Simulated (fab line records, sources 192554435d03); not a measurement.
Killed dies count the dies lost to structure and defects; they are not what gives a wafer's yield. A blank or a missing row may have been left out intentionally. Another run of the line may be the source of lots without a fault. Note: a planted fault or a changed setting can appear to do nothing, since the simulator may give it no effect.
Which of the tools did it? :: flow n5-finfet :: at 1 step of a route of 1938, 10 lots with 29 wafers sampled

== WHAT THE GAUGES READ, wafer by wafer ==
N5_BEOL_M4_RC_MEAS_101.
lot: L372
measured: day 7 13:00
on: prober-02
DIBL_N (mV/V): 36.6 34.4
DIBL_P (mV/V): 35.7 33.3
IOFF_N (nA/um): 0.16 0.13
IOFF_P (nA/um): 0.23 0.19
ION_N (uA/um): 678 683
ION_P (uA/um): 469 473
SS_N (mV/dec): 72.4 71.6
SS_P (mV/dec): 73.7 73.3
VT_N (mV): 250 252
VT_P (mV): -252 -250

lot: L377
measured: day 8 20:27
on: prober-01
DIBL_N (mV/V): 34.0 35.5 32.7
DIBL_P (mV/V): 34.1 35.7 32.4
IOFF_N (nA/um): 0.12 0.15 0.11
IOFF_P (nA/um): 0.20 0.21 0.18
ION_N (uA/um): 665 666 669
ION_P (uA/um): 465 461 468
SS_N (mV/dec): 70.5 70.8 70.6
SS_P (mV/dec): 73.1 73.2 72.9
VT_N (mV): 253 251 256
VT_P (mV): -249 -247 -252

lot: L381
measured: day 9 14:40
on: prober-02
DIBL_N (mV/V): 34.8 36.3 37.1
DIBL_P (mV/V): 35.7 37.0 38.3
IOFF_N (nA/um): 0.14 0.16 0.18
IOFF_P (nA/um): 0.18 0.19 0.22
ION_N (uA/um): 652 679 665
ION_P (uA/um): 452 461 455
SS_N (mV/dec): 70.9 71.2 71.7
SS_P (mV/dec): 72.8 73.4 74.2
VT_N (mV): 247 250 246
VT_P (mV): -252 -254 -250

lot: L382
measured: day 9 19:12
on: prober-01
DIBL_N (mV/V): 34.6 36.0 35.9
DIBL_P (mV/V): 34.2 36.7 36.5
IOFF_N (nA/um): 0.14 0.18 0.17
IOFF_P (nA/um): 0.17 0.20 0.20
ION_N (uA/um): 675 683 694
ION_P (uA/um): 458 469 469
SS_N (mV/dec): 71.9 71.6 72.3
SS_P (mV/dec): 73.1 73.8 74.3
VT_N (mV): 252 249 249
VT_P (mV): -255 -251 -252

lot: L384
measured: day 10 13:17
on: prober-02
DIBL_N (mV/V): 34.2 36.8 36.3
DIBL_P (mV/V): 36.2 39.3 38.6
IOFF_N (nA/um): 0.13 0.18 0.17
IOFF_P (nA/um): 0.19 0.24 0.24
ION_N (uA/um): 672 669 689
ION_P (uA/um): 466 461 475
SS_N (mV/dec): 70.9 72.6 71.2
SS_P (mV/dec): 72.7 73.5 74.0
VT_N (mV): 253 246 247
VT_P (mV): -252 -248 -247

lot: L385
measured: day 10 20:28
on: prober-01
DIBL_N (mV/V): 37.8 38.2 36.2
DIBL_P (mV/V): 37.6 37.3 36.6
IOFF_N (nA/um): 0.15 0.17 0.14
IOFF_P (nA/um): 0.21 0.19 0.18
ION_N (uA/um): 675 673 660
ION_P (uA/um): 460 450 453
SS_N (mV/dec): 72.0 72.4 71.2
SS_P (mV/dec): 73.3 73.8 73.5
VT_N (mV): 252 249 251
VT_P (mV): -253 -257 -256

lot: L386
measured: day 11 05:43
on: prober-01
DIBL_N (mV/V): 36.4 35.1 38.9
DIBL_P (mV/V): 38.2 35.3 40.0
IOFF_N (nA/um): 0.18 0.15 0.22
IOFF_P (nA/um): 0.25 0.19 0.27
ION_N (uA/um): 687 670 682
ION_P (uA/um): 474 457 467
SS_N (mV/dec): 71.8 71.4 72.6
SS_P (mV/dec): 73.9 73.2 74.5
VT_N (mV): 246 249 246
VT_P (mV): -248 -250 -250

lot: L387
measured: day 11 16:39
on: prober-02
DIBL_N (mV/V): 36.4 34.2 34.8
DIBL_P (mV/V): 34.9 32.6 34.5
IOFF_N (nA/um): 0.15 0.12 0.14
IOFF_P (nA/um): 0.19 0.16 0.19
ION_N (uA/um): 674 643 660
ION_P (uA/um): 457 451 459
SS_N (mV/dec): 71.6 71.2 70.7
SS_P (mV/dec): 72.7 71.4 73.0
VT_N (mV): 248 255 253
VT_P (mV): -251 -251 -252

lot: L394
measured: day 13 07:39
on: prober-01
DIBL_N (mV/V): 34.2 37.2 36.9
DIBL_P (mV/V): 32.7 37.0 36.4
IOFF_N (nA/um): 0.10 0.15 0.14
IOFF_P (nA/um): 0.14 0.19 0.19
ION_N (uA/um): 656 667 666
ION_P (uA/um): 455 456 463
SS_N (mV/dec): 70.4 71.2 71.6
SS_P (mV/dec): 71.8 72.6 72.9
VT_N (mV): 257 251 252
VT_P (mV): -254 -253 -255

lot: L395
measured: day 13 10:01
on: prober-01
DIBL_N (mV/V): 37.9 39.1 39.1
DIBL_P (mV/V): 38.5 41.1 41.7
IOFF_N (nA/um): 0.19 0.23 0.25
IOFF_P (nA/um): 0.23 0.28 0.29
ION_N (uA/um): 687 697 708
ION_P (uA/um): 466 472 478
SS_N (mV/dec): 71.7 73.3 72.5
SS_P (mV/dec): 74.6 74.0 74.3
VT_N (mV): 248 245 243
VT_P (mV): -249 -248 -248

== TOOL THAT RAN EACH LOT (tool first, then ch and the chambers of the sampled wafers, then the start) ==
Record: no process step prior to these readings.

== WHAT THE TOOLS THEMSELVES READ (means of the sampled wafers that have a number; where no wafer has one, the mark that the record gives instead) ==
The record holds no such reading with a usual standard deviation.

== THE ANSWER, worked out from the rows above alone ==
Rule: the lots themselves supply what counts as usual. The widest of any qualifying gaps counts: lots, ordered by their means at a reading, are off when they make up no more than a third of the lots, leave a main group of 4 or more, and stand apart from it by 3 or more times the standard deviation of that group's means. A main group is skipped when, at the precision printed for the reading in the tables above, its means are all equal. A lot without any number at a reading at which 4 lots or more have one is off too. Any other lot the step has rows for is counted as sound. Order of review: gauges by route order, followed by the tools' own readings, for which a lot's mean as printed above is used. The first step at which some lot is off is used, and at that step the reading that is off furthest; a lot without a number counts as furthest.
No lot is off at any reading shown: from this, nothing can be told.

== WHAT THE SIMULATOR HAD PUT IN ==
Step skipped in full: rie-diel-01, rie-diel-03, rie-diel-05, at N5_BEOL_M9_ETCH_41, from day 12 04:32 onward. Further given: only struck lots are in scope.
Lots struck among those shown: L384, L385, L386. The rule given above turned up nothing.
